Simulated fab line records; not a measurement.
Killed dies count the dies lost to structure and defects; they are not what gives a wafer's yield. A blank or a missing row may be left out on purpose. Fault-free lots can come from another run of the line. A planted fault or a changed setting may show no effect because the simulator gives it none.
Matching of chambers -- flow n5-finfet -- rie-diel-06 running N5_BEOL_M3_STRIP_36: 4 sister chambers
The step strips in N2/H2. 4 wafers are shown with their chamber, then 9 later ones without.

## WAFERS, EACH WITH ITS CHAMBER
wafer,chamber,drypump-motor-current-A (A)
L081.1,0,5.5
L081.2,1,5.9
L081.5,2,5.5
L081.6,3,6.4

## WAFERS WHOSE CHAMBER IS MISSING
wafer,drypump-motor-current-A (A)
L082.2,6.0
L082.3,5.5
L082.6,5.5
L085.4,5.5
L085.5,6.4
L085.6,5.5
L095.2,6.4
L095.4,5.5
L095.6,5.5

## EACH ONE'S CHAMBER
wafer,from the rows above,in truth
L082.2,1,1
L082.3,can't be placed: 0 or 2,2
L082.6,can't be placed: 0 or 2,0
L085.4,can't be placed: 0 or 2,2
L085.5,3,3
L085.6,can't be placed: 0 or 2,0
L095.2,3,3
L095.4,can't be placed: 0 or 2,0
L095.6,can't be placed: 0 or 2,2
Correct placement for 3 of the 9. Unplaceable from these rows: 6, with the true chamber sitting among the candidates in 6. Wrongly placed: 0.
How it was worked out, from the rows above alone: a wafer's distance from a chamber is the root of the sum, over the readings, of the square of ((its reading less the chamber's mean) divided by the reading's scatter). The wafer belongs to the nearest chamber; if the next one is less than 2 further off, it can't be placed. A chamber's mean is the mean of its shown wafers. The scatter: with one shown wafer a chamber, the root of the mean of the squares of how far each hidden wafer lies from its nearest shown one.
